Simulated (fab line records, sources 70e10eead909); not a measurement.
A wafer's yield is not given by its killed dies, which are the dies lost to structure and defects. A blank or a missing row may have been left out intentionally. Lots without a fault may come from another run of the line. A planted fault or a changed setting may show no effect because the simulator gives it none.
Matching of chambers / flow nandHarc / 4 sister chambers for NHARC_P_M0_DESCUM_14 on rieDiel-10
The step chemistry O2, time 3 s. 20 wafers are shown with their chamber, then 10 later ones without.

## WAFERS PAIRED WITH THEIR CHAMBERS
wafer=L074.1; chamber=0; showerheadPlenumPTorr (Torr)=2.05; oesProductAu (a.u.)=1.019; rfVppV (V)=59.2
wafer=L074.5; chamber=0; showerheadPlenumPTorr (Torr)=2.05; oesProductAu (a.u.)=1.027; rfVppV (V)=59.4
wafer=L074.6; chamber=3; showerheadPlenumPTorr (Torr)=1.83; oesProductAu (a.u.)=1.012; rfVppV (V)=56.5
wafer=L078.1; chamber=3; showerheadPlenumPTorr (Torr)=1.83; oesProductAu (a.u.)=1.016; rfVppV (V)=57.5
wafer=L078.4; chamber=2; showerheadPlenumPTorr (Torr)=1.82; oesProductAu (a.u.)=0.986; rfVppV (V)=57.3
wafer=L078.5; chamber=0; showerheadPlenumPTorr (Torr)=2.04; oesProductAu (a.u.)=1.016; rfVppV (V)=58.1
wafer=L079.1; chamber=0; showerheadPlenumPTorr (Torr)=2.04; oesProductAu (a.u.)=1.029; rfVppV (V)=57.9
wafer=L079.2; chamber=3; showerheadPlenumPTorr (Torr)=1.83; oesProductAu (a.u.)=1.011; rfVppV (V)=57.6
wafer=L079.5; chamber=1; showerheadPlenumPTorr (Torr)=1.98; oesProductAu (a.u.)=1.005; rfVppV (V)=56.9
wafer=L080.2; chamber=1; showerheadPlenumPTorr (Torr)=1.98; oesProductAu (a.u.)=1.007; rfVppV (V)=58.4
wafer=L080.3; chamber=0; showerheadPlenumPTorr (Torr)=2.04; oesProductAu (a.u.)=1.028; rfVppV (V)=60.5
wafer=L080.4; chamber=3; showerheadPlenumPTorr (Torr)=1.83; oesProductAu (a.u.)=0.992; rfVppV (V)=56.9
wafer=L084.2; chamber=0; showerheadPlenumPTorr (Torr)=2.04; oesProductAu (a.u.)=1.017; rfVppV (V)=57.9
wafer=L084.3; chamber=2; showerheadPlenumPTorr (Torr)=1.81; oesProductAu (a.u.)=0.986; rfVppV (V)=58.0
wafer=L084.6; chamber=2; showerheadPlenumPTorr (Torr)=1.81; oesProductAu (a.u.)=1.002; rfVppV (V)=56.4
wafer=L085.4; chamber=2; showerheadPlenumPTorr (Torr)=1.81; oesProductAu (a.u.)=1.000; rfVppV (V)=57.5
wafer=L085.5; chamber=0; showerheadPlenumPTorr (Torr)=2.04; oesProductAu (a.u.)=1.027; rfVppV (V)=59.9
wafer=L085.6; chamber=1; showerheadPlenumPTorr (Torr)=1.98; oesProductAu (a.u.)=1.010; rfVppV (V)=58.1
wafer=L090.3; chamber=1; showerheadPlenumPTorr (Torr)=1.98; oesProductAu (a.u.)=0.998; rfVppV (V)=56.9
wafer=L090.5; chamber=3; showerheadPlenumPTorr (Torr)=1.82; oesProductAu (a.u.)=0.986; rfVppV (V)=57.0

SIGNATURES (means of the wafers above)
reading=showerheadPlenumPTorr; chamber 0=2.0429; chamber 1=1.9800; chamber 2=1.8125; chamber 3=1.8280; scatter within a chamber=0.00431
reading=oesProductAu; chamber 0=1.02329; chamber 1=1.00500; chamber 2=0.99350; chamber 3=1.00340; scatter within a chamber=0.00874
reading=rfVppV; chamber 0=58.986; chamber 1=57.575; chamber 2=57.300; chamber 3=57.100; scatter within a chamber=0.811
Rule: a wafer's distance from a chamber is the root of the sum, over the readings, of the square of ((its reading less the chamber's mean) divided by the reading's scatter). If the next closest chamber is less than 2 further off than the closest, the wafer can't be placed; otherwise it belongs to the closest. The scatter is the square root of a quotient: the sum, over the shown wafers, of each reading's squared deviation from its chamber's mean, divided by wafers minus chambers.

## WAFERS WITHOUT THEIR CHAMBER
wafer=L090.6; showerheadPlenumPTorr (Torr)=2.04; oesProductAu (a.u.)=1.002; rfVppV (V)=60.6
wafer=L091.1; showerheadPlenumPTorr (Torr)=1.81; oesProductAu (a.u.)=0.986; rfVppV (V)=57.7
wafer=L091.3; showerheadPlenumPTorr (Torr)=2.04; oesProductAu (a.u.)=1.006; rfVppV (V)=57.8
wafer=L091.6; showerheadPlenumPTorr (Torr)=2.03; oesProductAu (a.u.)=0.992; rfVppV (V)=57.6
wafer=L092.3; showerheadPlenumPTorr (Torr)=1.97; oesProductAu (a.u.)=1.012; rfVppV (V)=57.1
wafer=L092.4; showerheadPlenumPTorr (Torr)=2.03; oesProductAu (a.u.)=0.994; rfVppV (V)=58.8
wafer=L092.6; showerheadPlenumPTorr (Torr)=1.82; oesProductAu (a.u.)=1.002; rfVppV (V)=58.2
wafer=L095.1; showerheadPlenumPTorr (Torr)=1.82; oesProductAu (a.u.)=0.983; rfVppV (V)=57.3
wafer=L095.2; showerheadPlenumPTorr (Torr)=1.81; oesProductAu (a.u.)=0.986; rfVppV (V)=58.2
wafer=L095.4; showerheadPlenumPTorr (Torr)=1.97; oesProductAu (a.u.)=1.012; rfVppV (V)=59.2

## CHAMBER TAKEN BY EACH
wafer=L090.6; from the rows above=0; in truth=0
wafer=L091.1; from the rows above=2; in truth=2
wafer=L091.3; from the rows above=0; in truth=0
wafer=L091.6; from the rows above=0; in truth=0
wafer=L092.3; from the rows above=1; in truth=1
wafer=L092.4; from the rows above=0; in truth=0
wafer=L092.6; from the rows above=can't be placed: 2 or 3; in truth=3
wafer=L095.1; from the rows above=can't be placed: 2 or 3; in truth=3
wafer=L095.2; from the rows above=2; in truth=2
wafer=L095.4; from the rows above=1; in truth=1
Correct placement for 8 of the 10. Unplaceable from these rows: 2, with the true chamber sitting among the candidates in 2. Number placed wrongly: 0.
